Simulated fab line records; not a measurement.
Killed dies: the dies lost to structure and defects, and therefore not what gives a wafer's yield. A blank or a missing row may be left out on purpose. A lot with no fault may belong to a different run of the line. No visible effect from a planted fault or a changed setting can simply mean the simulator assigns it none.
8D (eight disciplines) problem report, filled in by code || flow nand-harc || the parts of the form that need people (team, actions taken, sign-off) are left out

## 1. THE PROBLEM
Mean of thk-nm at NHARC_A_ONON_D1_THK_MEAS_18: 558 nm across 3 wafers in 3 lots; on wafers with no fault it is 1003 nm (standard deviation 9.1). That puts it -49 standard deviations away from the usual mean.
The step: measures by ellipsometry.
Earliest sighting: wafer L132.5 on film-metro-02 at day 11 21:41. The record has a number at this step for 41 wafers belonging to 14 lots. The rule behind "out" and "out of limits": a value lying over 4 standard deviations away from the usual mean. All remaining wafers that have a number are taken as sound.

## 2. WHAT THIS IS AND IS NOT
{"question": "which readings at this step", "is": "thk-nm", "is not": "-"}
{"question": "which lots", "is": "L132, L133, L137", "is not": "L117, L118, L119, L120, L121, L122, L123, L125, L126, L127, L128"}
{"question": "which wafers of those lots", "is": "L132.5, L133.5, L137.5", "is not": "L132.2, L132.3, L133.1, L137.1, L137.3"}
{"question": "read on which gauges", "is": "film-metro-02", "is not": "film-metro-01"}
{"question": "when", "is": "from day 11 21:41", "is not": "up to then (35 sound wafers); but 3 sound wafers of L133, L137 came after"}

## 3. WHAT RULES OUT EACH SUSPECT
Counting: a tool at a process step up to the reading stays a suspect if it ran every lot that is out. Sound lots after the first of them don't rule it out here, since some wafers of a struck lot are sound.
- ruled out: the gauge at NHARC_A_ONON_D1_THK_MEAS_18. All the wafers that are out were read on film-metro-02, but those of them that NHARC_END_SORT_01 has rows for are out there too, on other tools.
- pecvd-onon-02 at NHARC_A_ONON_D1_DEP_16 (target thk 1000 nm): kept. Ran every lot that is out, first one L132 (day 11 21:13); last sound lot up to then L128 (day 11 04:36).
Remaining after the count: pecvd-onon-02 at NHARC_A_ONON_D1_DEP_16.

## 4. THE CAUSE (what the simulator had put in)
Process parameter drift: pecvd-onon-02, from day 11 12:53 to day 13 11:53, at NHARC_A_ONON_D1_DEP_16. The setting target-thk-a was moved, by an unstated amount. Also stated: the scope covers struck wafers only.
The count eliminated every tool but this one.

## 5. THE EFFECT CHAIN, in route order
Each row: a reading whose mean over the struck wafers that have a number lies more than 3 standard deviations from the usual. Only readings for which the record gives a usual standard deviation are gone through. hours: the time from each lot's start at the first step in this table that gives one to its start at this step, as a median over the lots. sigmas: the change in usual standard deviations.
{"hours": 0, "step": "NHARC_A_ONON_D1_THK_MEAS_18", "reading": "thk-nm", "usual": "1003 nm", "on struck wafers": 558, "change": -445, "sigmas": -49}
{"hours": 278, "step": "NHARC_END_SORT_01", "reading": "killed-at-array", "usual": 24, "on struck wafers": 673, "change": "+649", "sigmas": "+88"}
{"hours": 278, "step": "NHARC_END_SORT_01", "reading": "killed-dies", "usual": 28, "on struck wafers": 677, "change": "+649", "sigmas": "+81"}
Later steps that measure or inspect, where all struck wafers having a row at the step show a number for every such reading and not one has moved that far: NHARC_A_ONON_D1_INSPECT_32.

## 6. WHAT WOULD HAVE CAUGHT IT SOONER
9 hours passed between the start of the fault at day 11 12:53 and the first reading out of limits at a measuring or inspecting step in this record, taken at day 11 21:41.
L133, L137, from the lots that are out (3), started NHARC_A_ONON_D1_DEP_16 on pecvd-onon-02 later than day 11 21:41. A hold on the tool at that time would have spared those 2.
